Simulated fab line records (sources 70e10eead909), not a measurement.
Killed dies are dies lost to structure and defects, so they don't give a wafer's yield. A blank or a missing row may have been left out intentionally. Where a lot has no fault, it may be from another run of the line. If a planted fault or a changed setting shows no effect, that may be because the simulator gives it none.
fab line records | flow nand-harc
record: lots: 14 wafers: 42 last-day: 34
route steps=1302 shown A_STAIRCASE@872 A_SGD_CUT@902 END@1302
lots that met no fault: taken from a fault-free run of the same line
start-h: hours from the record's first day to the start of the lot's first wafer shown | wait-h: time in hours since the lot's previous step | " identical to the entry in the row above | L1.1+2: several wafers, shown together as one row | - value missing, or start not given | * or withheld: withheld | < > ~ a bound
route shown NAME@n: names a module that has steps shown in the file, with the first one's number in the route | usual: mean/standard deviation taken from wafers without a fault | same: alike in all rows | chamber/n: place in a boat | sites: per-site readings | _std_site: the values' standard deviation | _edge_site: mean of outer sites minus mean of inner sites | radius-mm: for every site, how far away it sits from the centre of the wafer | mask NAME#n: copy n | behind: the most recent tool/chamber to have shaped the wafer | hold: cause of the lot's hold/its duration in hours/its outcome | device: names the non-switching transistor (n, p or np) | end of line: the route-end tests of the same wafers | step lacking rows: just its recipe | killed: at the first sort, the dies lost to defects and structure; wafer yield is something else | map: a wafer's dies, marking killed ones x, the rest . and places with no die _
set.NAME: setting as actually run; set.NAME@STEP: the setting as run at that earlier step | model.NAME: the simulator's own value behind a step, which no gauge read
the route's steps for a sample of lots (tables are steps, rows are wafers)
services: from which hour (start-h, from the record's first day; less than 0 if before it) a tool's chamber was out of use, for how many hours, and why
== steps ==
step: NHARC_A_STAIRCASE_STRIP_446
recipe: power-w: 1500 temp-c: 250 chemistry: O2
usual: drypump-motor-current-A: 5.6/0.62 heater-power-w: 313/32
columns lot.wafer tool chamber start-h wait-h drypump-motor-current-A heater-power-w rf-hours-counter-h
L610.2 plasma-asher-01 0 422.74 0.0 5.1 341 15
L610.1 " 1 " " 6.2 351 15
L610.3 " 0 " " 5.1 326 -
L611.2 plasma-asher-02 1 448.96 0.4 4.9 329 4
L611.3 " 0 " " 6.2 264 -
L611.6 " 1 " " 4.9 328 -
L614.3 plasma-asher-02 0 464.01 0.3 6.2 273 -
L614.6 " 1 " " 4.9 322 -
L614.5 " 0 " " 6.2 277 -
L615.1 plasma-asher-02 1 468.11 0.4 4.9 316 12
L615.6 " 0 " " 6.2 272 -
L615.5 " 1 " " 4.9 321 -
L618.2 plasma-asher-02 0 523.66 0.3 6.2 266 28
L618.3 " 1 " " 4.9 327 -
L618.5 " 0 " " 6.2 275 -
L622.1 plasma-asher-01 1 537.90 0.0 6.2 369 1
L622.4 " 0 " " 5.1 312 -
L622.5 " 0 " " 5.1 330 -
L619.1 plasma-asher-02 0 537.96 0.0 6.2 270 31
L619.2 " 1 " " 4.9 314 31
L619.4 " 0 " " 6.2 270 -
L627.1 plasma-asher-02 1 587.02 0.0 4.9 326 40
L627.2 " 0 " " 6.2 270 40
L627.6 " 1 " " 4.9 330 -
L626.3 plasma-asher-01 1 587.18 0.1 6.3 358 -
L626.4 " 0 " " 5.1 314 -
L626.5 " 0 " " 5.1 317 -
L628.2 plasma-asher-02 1 613.00 0.1 4.9 305 0
L628.5 " 0 " " 6.2 277 -
L628.6 " 1 " " 4.9 325 -
L630.1 plasma-asher-01 0 631.89 0.0 5.1 321 19
L630.4 " 0 " " 5.1 317 -
L630.3 " 1 " " 6.2 367 -
L631.2 plasma-asher-02 1 633.45 0.0 4.9 312 4
L631.3 " 0 " " 6.2 280 -
L631.6 " 1 " " 4.9 322 -
L632.4 plasma-asher-01 0 664.37 0.1 5.1 315 -
L632.6 " 0 " " 5.1 330 -
L632.5 " 1 " " 6.3 357 -
L633.2 plasma-asher-02 1 683.11 0.0 4.9 316 14
L633.1 " 0 " " 6.2 280 14
L633.4 " 1 " " 4.9 321 -
step: NHARC_A_STAIRCASE_CMP_450
recipe: target-thk-nm: 200 material: SiO2
usual: edge-zone-pressure-frac: 1.000/0.0049 motor-current-A: 12.6/1.1 pad-life-wafers: 164/100
columns lot.wafer tool chamber start-h wait-h edge-zone-pressure-frac motor-current-A pad-life-wafers
L610.2 cmp-04 2 423.54 - 0.994 13.1 60
L610.1 " 3 " " 1.001 13.3 61
L610.3 " 0 " " 0.995 10.5 62
L611.2 cmp-04 3 449.72 - 1.004 13.8 168
L611.3 " 2 " " 0.997 12.4 171
L611.6 " 3 " " 1.001 12.8 -
L614.3 cmp-03 2 464.68 - 1.000 11.7 12
L614.6 " 2 " " 0.999 11.9 -
L614.5 " 3 " " 1.000 12.0 -
L615.1 cmp-03 1 468.88 - 0.996 14.3 30
L615.6 " 1 " " 1.005 14.2 -
L615.5 " 2 " " 1.007 11.6 -
L618.2 cmp-01 0 524.42 - 0.988 12.0 138
L618.3 " 1 " " 1.003 13.0 139
L618.5 " 1 " " 0.997 12.4 -
L622.4 cmp-01 0 538.70 - 1.000 11.7 198
L622.1 " 3 " " 0.997 14.6 201
L622.5 " 1 " " 1.000 12.0 -
L619.2 cmp-04 2 538.76 - 0.997 13.3 132
L619.1 " 3 " " 0.997 12.6 133
L619.4 " 0 " " 0.996 11.2 134
L627.1 cmp-03 1 587.82 - 0.999 13.8 120
L627.2 " 2 " " 0.995 11.6 121
L627.6 " 1 " " 0.993 14.4 -
L626.4 cmp-04 2 587.88 - 0.994 13.0 342
L626.3 " 3 " " 1.001 11.7 343
L626.5 " 3 " " 1.000 12.7 -
L628.2 cmp-03 1 613.78 - 0.995 13.8 206
L628.5 " 3 " " 0.996 12.1 -
L628.6 " 0 " " 0.997 12.9 -
L630.1 cmp-03 3 632.70 - 1.003 12.0 264
L630.3 " 1 " " 1.015 14.2 266
L630.4 " 2 " " 0.991 11.4 267
L631.2 cmp-03 1 634.26 - 1.005 14.6 277
L631.3 " 2 " " 0.998 12.4 278
L631.6 " 1 " " 0.998 14.3 -
L632.4 cmp-04 0 665.09 - 1.000 10.5 222
L632.5 " 0 " " 1.004 11.2 -
L632.6 " 1 " " 1.003 13.5 -
L633.2 cmp-03 1 683.91 - 0.999 14.7 96
L633.1 " 3 " " 1.010 12.0 98
L633.4 " 0 " " 1.011 14.1 99
step: NHARC_A_STAIRCASE_CMP_472
recipe: material: SiO2
usual: edge-zone-pressure-frac: 1.001/0.0052 motor-current-A: 12.5/1.2 pad-life-wafers: 170/110
columns lot.wafer tool chamber start-h wait-h edge-zone-pressure-frac motor-current-A pad-life-wafers
L610.3 cmp-01 2 424.98 0.2 1.005 11.7 174
L610.1 " 3 " " 1.007 14.9 175
L610.2 " 0 " " 0.993 11.2 176
L611.3 cmp-03 1 451.33 0.3 0.993 13.4 296
L611.2 " 2 " " 0.995 11.5 297
L611.6 " 0 " " 1.003 13.8 -
L614.3 cmp-03 3 467.93 0.3 1.003 12.1 25
L614.6 " 2 " " 1.011 11.9 -
L614.5 " 3 " " 1.003 11.7 -
L615.1 cmp-03 1 470.40 0.3 0.999 13.7 45
L615.5 " 2 " " 1.010 11.4 -
L615.6 " 3 " " 1.005 12.2 -
L618.3 cmp-04 0 525.97 0.2 - - -
L618.2 " 3 " " - - -
L618.5 " 0 " " - - -
L622.4 cmp-04 0 540.32 0.1 - - -
L622.1 " 1 " " - - -
L622.5 " 0 " " - - -
L619.4 cmp-03 1 540.37 0.1 - - -
L619.2 " 2 " " - - -
L619.1 " 3 " " - - -
L627.1 cmp-01 1 589.32 0.2 1.005 12.2 26
L627.2 " 2 " " 1.000 11.3 27
L627.6 " 3 " " 1.003 14.2 -
L626.3 cmp-04 3 589.46 0.2 1.008 12.7 360
L626.4 " 0 " " 1.003 11.0 361
L626.5 " 0 " " 1.002 10.9 -
L628.2 cmp-04 2 615.22 0.2 0.999 12.4 31
L628.5 " 1 " " 1.008 12.6 -
L628.6 " 2 " " 1.004 12.3 -
L630.4 cmp-04 3 634.28 0.2 0.999 13.5 96
L630.3 " 0 " " 0.994 10.6 97
L630.1 " 2 " " 0.997 12.6 99
L631.3 cmp-03 0 635.70 0.2 1.005 12.8 288
L631.2 " 3 " " 1.003 11.4 291
L631.6 " 1 " " 1.003 13.5 -
L632.4 cmp-01 3 666.66 0.2 0.993 14.9 301
L632.6 " 2 " " 1.003 10.9 -
L632.5 " 3 " " 1.008 15.1 -
L633.1 cmp-03 1 685.38 0.2 1.000 13.9 114
L633.4 " 2 " " 0.995 11.6 115
L633.2 " 0 " " 1.004 13.0 117
step: NHARC_A_SGD_CUT_OVL_MEAS_10
usual: overlay-x-nm: -0.1/0.95 overlay-y-nm: -0.4/0.78
columns lot.wafer tool chamber start-h wait-h overlay-x-nm overlay-y-nm
L610.1 overlay-01 - 426.20 - -2.5 -0.9
L610.2 " - " " -1.7 -0.7
L610.3 " - " " -1.8 -0.7
L611.2 overlay-01 - 452.50 - 0.3 -0.5
L611.3 " - " " -0.6 -0.5
L611.6 " - " " 0.0 -0.8
L614.3 overlay-01 - 469.00 - -0.6 -1.5
L614.5 " - " " -0.7 -1.6
L614.6 " - " " -1.2 -1.0
L615.1 overlay-01 - 471.43 - -0.2 -2.5
L615.5 " - " " -0.1 -2.1
L615.6 " - " " 0.1 -2.9
L627.1 overlay-02 - 590.49 - -1.2 0.4
L627.2 " - " " -1.2 0.1
L627.6 " - " " -0.5 -0.4
L626.3 overlay-01 - 590.68 - -0.3 0.3
L626.4 " - " " 0.7 0.2
L626.5 " - " " -0.1 0.6
L628.2 overlay-02 - 616.42 - 0.9 0.0
L628.5 " - " " 0.6 0.1
L628.6 " - " " 1.2 0.7
L630.1 overlay-02 - 635.50 - -0.7 -0.2
L630.3 " - " " -1.2 -0.3
L630.4 " - " " -1.5 -0.3
L631.2 overlay-02 - 636.92 - 0.0 -0.5
L631.3 " - " " 0.0 -0.7
L631.6 " - " " 0.3 -0.4
L632.4 overlay-02 - 667.93 - 1.1 -0.5
L632.5 " - " " 0.3 -1.0
L632.6 " - " " 1.5 0.0
L633.1 overlay-02 - 686.60 - 0.3 1.1
L633.2 " - " " -0.2 1.1
L633.4 " - " " 0.4 0.7
step: NHARC_END_SORT_01
recipe: temp-c: 25
usual: killed-at-array: 63/18 killed-at-other: 1.1/1.3 killed-at-periphery: 4.3/2.8 killed-dies: 68/18 killed-open: 3.3/2 killed-short: 2.4/1.6
same: gross-dies: 677
columns lot.wafer tool chamber start-h wait-h killed-at-array killed-at-other killed-at-periphery killed-dies killed-open killed-short
L619.1 prober-01 0 728.97 2.5 670 1 6 677 2 5
L619.2 prober-01 0 729.76 2.8 670 0 7 677 5 2
L619.4 prober-01 0 731.35 3.4 669 1 7 677 2 4
L622.1 prober-02 0 736.86 2.5 668 1 8 677 6 2
L622.4 prober-02 0 739.29 3.4 674 0 3 677 3 3
L622.5 prober-02 0 740.10 3.7 673 0 4 677 6 0
L618.2 prober-01 0 737.55 2.8 674 1 2 677 2 3
L618.3 prober-01 0 738.35 3.1 669 5 3 677 2 3
L618.5 prober-01 0 739.95 3.7 675 0 2 677 3 2
killed by level:class
L619.1 A_STAIRCASE:area-cmp=650 A_CHANNEL_HOLE_D1:chamber-film-flake=6 P_BONDPAD:chamber-film-flake=4 A_STAIRCASE:chamber-film-flake=4 A_WL_FILL:geometric-particle:short=3 P_STI:geometric-particle:short=1 P_M0:geometric-particle:open=1 A_ONON_D1:geometric-particle:short=1
L619.2 A_STAIRCASE:area-cmp=653 A_CHANNEL_HOLE_D1:chamber-film-flake=3 A_CHANNEL_HOLE_D2:unspecified=3 A_ONON_D1:geometric-particle:open=2 P_ZERO_WELL:chamber-film-flake=2 A_STAIRCASE:chamber-film-flake=2 P_STI:geometric-particle:open=1 P_M0:geometric-particle:open=1
L619.4 A_STAIRCASE:area-cmp=647 A_CHANNEL_HOLE_D1:chamber-film-flake=6 P_BONDPAD:chamber-film-flake=5 A_STAIRCASE:chamber-film-flake=5 A_SLIT:chamber-film-flake=3 P_M0:geometric-particle:short=2 A_CHANNEL_HOLE_D2:unspecified=2 A_ONON_D1:geometric-particle:short=1
L622.1 A_STAIRCASE:area-cmp=616 A_SLIT:chamber-film-flake=26 A_CHANNEL_HOLE_D2:chamber-film-flake=10 A_CONTACT:chamber-film-flake=7 P_M1:geometric-particle:open=2 P_CONTACT:chamber-film-flake=2 A_CHANNEL_HOLE_D1:chamber-film-flake=2 P_CONTACT:geometric-particle:open=1
L618.2 A_STAIRCASE:area-cmp=624 A_CHANNEL_HOLE_D1:chamber-film-flake=28 A_CHANNEL_HOLE_D2:chamber-film-flake=7 A_CONTACT:chamber-film-flake=4 A_M0:chamber-film-flake=3 A_CHANNEL_HOLE_D2:geometric-particle:short=2 A_ONON_D2:geometric-particle:open=1 A_M1:geometric-particle:open=1
L618.3 A_STAIRCASE:area-cmp=617 A_CHANNEL_HOLE_D1:chamber-film-flake=32 A_CHANNEL_HOLE_D2:chamber-film-flake=7 THIN_TSV:chamber-film-flake=5 A_CONTACT:chamber-film-flake=4 A_M0:chamber-film-flake=2 P_CONTACT:geometric-particle:open=1 A_ONON_D2:geometric-particle:short=1
L622.4 A_STAIRCASE:area-cmp=608 A_SLIT:chamber-film-flake=34 A_CONTACT:chamber-film-flake=8 A_CHANNEL_HOLE_D2:chamber-film-flake=7 A_CHANNEL_HOLE_D1:chamber-film-flake=6 A_STAIRCASE:chamber-film-flake=3 A_WL_FILL:chamber-film-flake=3 P_CONTACT:geometric-particle:short=1
L618.5 A_STAIRCASE:area-cmp=610 A_CHANNEL_HOLE_D1:chamber-film-flake=33 A_CHANNEL_HOLE_D2:chamber-film-flake=18 A_CONTACT:chamber-film-flake=5 A_CHANNEL_FILL_D2:geometric-particle:short=2 A_CHANNEL_FILL_D2:geometric-particle:open=2 A_CHANNEL_FILL_D1:chamber-film-flake=2 A_WL_FILL:geometric-particle:open=1
L622.5 A_STAIRCASE:area-cmp=614 A_SLIT:chamber-film-flake=29 A_CHANNEL_HOLE_D2:chamber-film-flake=13 A_CONTACT:chamber-film-flake=9 A_CHANNEL_HOLE_D1:chamber-film-flake=3 P_CONTACT:geometric-particle:open=2 P_GATE:geometric-particle:open=1 P_M2:geometric-particle:open=1
== services ==
columns tool chamber start-h hours kind
cmp-04 - 405.09 4.0 pm
cmp-03 - 405.75 3.3 repair
cmp-01 - 411.89 1.4 repair
plasma-asher-02 - 417.96 0.4 repair
cmp-03 - 421.20 4.8 repair
cmp-04 - 424.03 4.1 repair
plasma-asher-02 - 426.08 9.0 pm
cmp-03 - 443.04 0.3 repair
plasma-asher-01 - 446.48 36.9 repair
cmp-01 - 450.73 1.7 repair
cmp-03 - 456.09 4.0 pm
cmp-01 - 480.72 4.0 pm
cmp-01 - 496.25 3.0 repair
cmp-04 - 503.09 4.0 pm
plasma-asher-01 - 519.19 9.0 pm
cmp-03 - 535.84 1.6 repair
cmp-01 - 539.44 1.9 repair
cmp-03 - 554.09 4.0 pm
cmp-01 - 559.34 4.6 repair
cmp-04 - 601.09 4.0 pm
cmp-03 - 603.47 2.5 repair
plasma-asher-02 - 603.77 9.0 pm
cmp-04 - 635.42 1.4 repair
cmp-03 - 652.09 4.0 pm
== key ==
first-sign: step: NHARC_A_STAIRCASE_CMP_472 reading: tool-record direction: missing
effect: step: NHARC_END_SORT_01 reading: killed-at-array direction: up sigmas: 34 usual: 63 struck: 671
more-kills-born-at: NHARC_A_STAIRCASE_CMP_472@cmp-04: 3688 NHARC_A_STAIRCASE_CMP_472@cmp-03: 1950
met-at NHARC_A_STAIRCASE_CMP_472
struck-lots L618,L619,L622
later-rows-left-out L618.2,L618.3,L618.5,L619.1,L619.2,L619.4,L622.1,L622.4,L622.5
tester-left-out L618,L619,L622
not-acting-at NHARC_A_STAIRCASE_STRIP_446,NHARC_A_STAIRCASE_CMP_450,NHARC_A_SGD_CUT_OVL_MEAS_10
onset-between 470.40 525.97
fault: kind: skipped-step-whole tool: cmp-03,cmp-04 chamber: - onset-h: 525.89 steps: NHARC_A_STAIRCASE_CMP_472 scope: struck-lots-only
tester-left-out: of these lots the tester's yield and bins aren't shown, on N5 and GAA mostly nor the transistor test; their killed dies are dies lost to structure and defects alone, not to doping, threshold or leakage, so they don't give the yield
later-rows-left-out: the simulator's readings of these wafers behind a module that went badly wrong aren't trusted and aren't shown, but for the sort
